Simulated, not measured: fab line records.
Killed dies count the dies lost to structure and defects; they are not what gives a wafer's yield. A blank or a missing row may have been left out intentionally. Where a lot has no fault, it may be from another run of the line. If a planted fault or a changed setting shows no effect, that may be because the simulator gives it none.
Which tool is to blame? ; flow nand harc ; 39 wafers from 13 lots sampled at 2 of the route's 1302 steps

## WHAT THE GAUGES SHOWED, per wafer
NHARC_P_M2_THK_MEAS_24: measures by xrf.
lot;measured;on;thk nm (nm)
L299;day 8 05:32;film metro-02;143.1 143.9 145.2
L306;day 11 07:39;film metro-02;144.5 141.8 146.3
L307;day 11 10:13;film metro-02;144.5 145.4 144.8
L308;day 11 21:04;film metro-01;142.8 146.6 140.5
L310;day 12 19:11;film metro-02;141.5 142.3 139.7
L309;day 12 20:32;film metro-01;143.8 142.5 144.7
L311;day 13 13:33;film metro-02;144.5 145.1 144.9
L312;day 13 14:19;film metro-01;141.2 144.1 143.4
L313;day 14 07:14;film metro-02;143.4 141.2 144.8
L314;day 14 12:08;film metro-02;147.6 145.6 143.7
L316;day 15 00:27;film metro-02;144.3 145.5 143.6
L317;day 15 14:23;film metro-02;144.1 142.3 142.1
L318;day 16 02:13;film metro-01;145.3 145.2 143.0

NHARC_P_BONDPAD_THK_MEAS_33: measures by ellipsometry.
lot;measured;on;thk nm (nm)
L299;day 8 06:55;film metro-01;202.8 199.8 202.9
L306;day 11 09:01;film metro-02;199.6 200.6 201.5
L307;day 11 11:43;film metro-02;201.8 202.0 202.0
L308;day 11 22:27;film metro-01;199.7 199.0 202.0
L310;day 12 20:33;film metro-02;201.3 199.0 198.6
L309;day 12 21:55;film metro-02;200.3 200.0 201.5
L311;day 13 14:55;film metro-01;199.4 201.3 199.2
L312;day 13 15:41;film metro-02;203.1 200.3 200.3
L313;day 14 08:37;film metro-02;200.4 199.2 198.9
L314;day 14 13:31;film metro-01;200.2 201.2 203.1
L316;day 15 01:50;film metro-02;201.6 200.6 198.8
L317;day 15 15:53;film metro-01;199.9 200.4 198.9
L318;day 16 03:36;film metro-01;198.3 200.7 200.8

## EACH LOT AND THE TOOL THAT RAN IT (in order: tool; ch and the chambers of the sampled wafers; start)
There is no process step in the record ahead of these readings.

## AS READ BY THE TOOLS THEMSELVES (means over the sampled wafers that have a number; for cases with no such wafer, the mark the record gives instead)
The record holds no such reading with a usual standard deviation.

## THE ANSWER, worked out from the rows above alone
Rule: the lots themselves supply what counts as usual. Put in order of their means at a reading, lots are off if they are a third of the lots or fewer, leave a main group of 4 or more, and stand apart from it by a gap of 3 or more times the standard deviation of the main group's means; of several such gaps the widest counts. Not used: any main group whose means are identical at the precision the tables above print for the reading. A lot without any number at a reading at which 4 lots or more have one is off too. Any other lot the step has rows for is counted as sound. The gauges are gone through in route order, then the tools' own readings, and for those a lot's mean is taken as printed above. The first step at which some lot is off is used, and at that step the reading that is off furthest; a lot without a number counts as furthest.
No lot is off on any of the readings shown, so nothing can be concluded from this.

## WHAT THE SIMULATOR PUT IN
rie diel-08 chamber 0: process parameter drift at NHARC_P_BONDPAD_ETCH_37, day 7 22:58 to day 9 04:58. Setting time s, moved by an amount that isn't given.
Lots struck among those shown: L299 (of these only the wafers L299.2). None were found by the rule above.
